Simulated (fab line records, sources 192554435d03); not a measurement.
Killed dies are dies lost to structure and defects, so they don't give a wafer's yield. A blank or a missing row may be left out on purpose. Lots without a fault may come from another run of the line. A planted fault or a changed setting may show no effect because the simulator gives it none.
Chamber matching | flow n5_finfet | N5_BEOL_M2_STRIP_36 on rie_diel-06: 4 sister chambers
The step strips in N2/H2. 4 wafers are shown with their chamber, then 11 later ones without.

WAFERS WITH THEIR CHAMBER
wafer  | chamber | drypump_motor_current_A (A)
L085.2 | 0       | 5.0
L087.1 | 1       | 5.4
L087.6 | 2       | 5.7
L089.2 | 3       | 6.4

WAFERS WITHOUT THEIR CHAMBER
wafer  | drypump_motor_current_A (A)
L089.5 | 6.5
L089.6 | 5.7
L093.2 | 5.0
L093.5 | 5.1
L093.6 | 5.7
L094.3 | 5.1
L094.4 | 5.6
L094.5 | 6.4
L096.1 | 5.7
L096.2 | 5.4
L096.5 | 5.1

WHICH CHAMBER EACH WENT THROUGH
wafer  | from the rows above     | in truth
L089.5 | 3                       | 3
L089.6 | 2                       | 2
L093.2 | 0                       | 0
L093.5 | 0                       | 0
L093.6 | 2                       | 2
L094.3 | 0                       | 0
L094.4 | can't be placed: 2 or 1 | 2
L094.5 | 3                       | 3
L096.1 | 2                       | 2
L096.2 | 1                       | 1
L096.5 | 0                       | 0
Placed correctly: 10 of 11. Can't be placed from these rows: 1 (the true chamber is among the candidates in 1). Placed wrongly: 0.
How it was worked out, from the rows above alone: a wafer's distance from a chamber is the root of the sum, over the readings, of the square of ((its reading less the chamber's mean) divided by the reading's scatter). The wafer belongs to the nearest chamber; if the next one is less than 2 further off, it can't be placed. A chamber's mean is the mean of its shown wafers. The scatter: with one shown wafer a chamber, the root of the mean of the squares of how far each hidden wafer lies from its nearest shown one.
